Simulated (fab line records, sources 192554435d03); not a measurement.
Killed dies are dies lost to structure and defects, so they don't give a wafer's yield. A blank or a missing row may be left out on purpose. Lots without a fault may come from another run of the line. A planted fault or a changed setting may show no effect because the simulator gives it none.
Chamber matching | flow n5_finfet | N5_FIN_SAQP_PECVD_48 on pecvd-04: 3 sister chambers
The step deposits SiNx from SiH4/NH3/N2, target thk 25 nm, time 22.1 s. 3 wafers are shown with their chamber, then 9 later ones without.

WAFERS WITH THEIR CHAMBER
wafer  | chamber | throttle_valve_pct (%)
L088.1 | 1       | 39.4
L088.5 | 2       | 40.5
L088.6 | 0       | 39.8

WAFERS WITHOUT THEIR CHAMBER
wafer  | throttle_valve_pct (%)
L092.2 | 39.8
L092.3 | 39.3
L092.6 | 39.2
L093.2 | 40.6
L093.5 | 40.3
L093.6 | 39.7
L096.3 | 39.6
L096.4 | 40.0
L096.5 | 39.5

WHICH CHAMBER EACH WENT THROUGH
wafer  | from the rows above     | in truth
L092.2 | 0                       | 0
L092.3 | 1                       | 1
L092.6 | 1                       | 1
L093.2 | 2                       | 2
L093.5 | 2                       | 2
L093.6 | can't be placed: 0 or 1 | 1
L096.3 | can't be placed: 0 or 1 | 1
L096.4 | 0                       | 0
L096.5 | can't be placed: 1 or 0 | 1
Placed correctly: 6 of 9. Can't be placed from these rows: 3 (the true chamber is among the candidates in 3). Placed wrongly: 0.
How it was worked out, from the rows above alone: a wafer's distance from a chamber is the root of the sum, over the readings, of the square of ((its reading less the chamber's mean) divided by the reading's scatter). The wafer belongs to the nearest chamber; if the next one is less than 2 further off, it can't be placed. A chamber's mean is the mean of its shown wafers. The scatter: with one shown wafer a chamber, the root of the mean of the squares of how far each hidden wafer lies from its nearest shown one.
